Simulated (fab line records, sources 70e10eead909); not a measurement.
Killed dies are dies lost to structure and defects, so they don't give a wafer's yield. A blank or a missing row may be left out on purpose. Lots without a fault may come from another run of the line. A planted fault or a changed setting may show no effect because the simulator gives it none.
Which tool did it? | flow nand_harc | 11 lots, 33 wafers sampled, at 2 steps of a route of 1302

WHAT THE GAUGES READ, wafer by wafer
NHARC_A_CHANNEL_HOLE_D2_CD_MEAS_10: target cd 100 nm.
lot  | measured     | on        | cd_nm (nm)
L424 | day 14 04:52 | cd_sem-03 | 100.2 99.4 100.3
L427 | day 15 00:07 | cd_sem-02 | 98.4 98.3 98.0
L428 | day 15 12:52 | cd_sem-03 | 98.1 98.1 98.1
L436 | day 18 01:28 | cd_sem-03 | 100.0 100.3 100.4
L437 | day 18 21:08 | cd_sem-02 | 99.1 99.9 99.5
L438 | day 18 21:20 | cd_sem-01 | 99.8 99.9 99.5
L440 | day 20 05:17 | cd_sem-02 | 100.1 99.9 99.7
L442 | day 21 10:52 | cd_sem-02 | 99.7 99.9 100.6
L444 | day 21 21:31 | cd_sem-03 | 100.4 101.0 101.0
L445 | day 22 05:10 | cd_sem-01 | 98.9 100.0 100.2
L446 | day 22 06:53 | cd_sem-01 | 100.2 99.8 100.6

WHICH TOOL RAN EACH LOT (tool, then ch and the chambers of the sampled wafers, then the start)
lot  | NHARC_A_CHANNEL_HOLE_D2_PEB_08
L424 | litho_track-04 ch 0, day 14 04:47
L427 | litho_track-04 ch 0, day 15 00:02
L428 | litho_track-04 ch 0, day 15 12:47
L436 | litho_track-01 ch 0, day 18 01:23
L437 | litho_track-06 ch 0, day 18 21:04
L438 | litho_track-04 ch 0, day 18 21:14
L440 | litho_track-04 ch 0, day 20 05:12
L442 | litho_track-01 ch 0, day 21 10:47
L444 | litho_track-01 ch 0, day 21 21:26
L445 | litho_track-06 ch 0, day 22 05:05
L446 | litho_track-04 ch 0, day 22 06:47
- NHARC_A_CHANNEL_HOLE_D2_PEB_08: peb time 65 s.

THE ANSWER, worked out from the rows above alone
Rule: what is usual is taken from the lots themselves. Put in order of their means at a reading, lots are off if they are a third of the lots or fewer, leave a main group of 4 or more, and stand apart from it by a gap of 3 or more times the standard deviation of the main group's means; of several such gaps the widest counts. A main group whose means are all the same, to the digits that the tables above print for the reading, isn't used. A lot without any number at a reading at which 4 lots or more have one is off too. The other lots that the step has rows for count as sound.
Off: L427, L428, at NHARC_A_CHANNEL_HOLE_D2_CD_MEAS_10 (cd_nm). The main group: mean 100.0 nm, standard deviation 0.36.
A tool fits if, at a process step before that reading, it ran every lot that is off, and no sound lot after the first of them. The gauges at NHARC_A_CHANNEL_HOLE_D2_CD_MEAS_10 are tried like those tools. None of those tried fits.

WHAT THE SIMULATOR HAD PUT IN
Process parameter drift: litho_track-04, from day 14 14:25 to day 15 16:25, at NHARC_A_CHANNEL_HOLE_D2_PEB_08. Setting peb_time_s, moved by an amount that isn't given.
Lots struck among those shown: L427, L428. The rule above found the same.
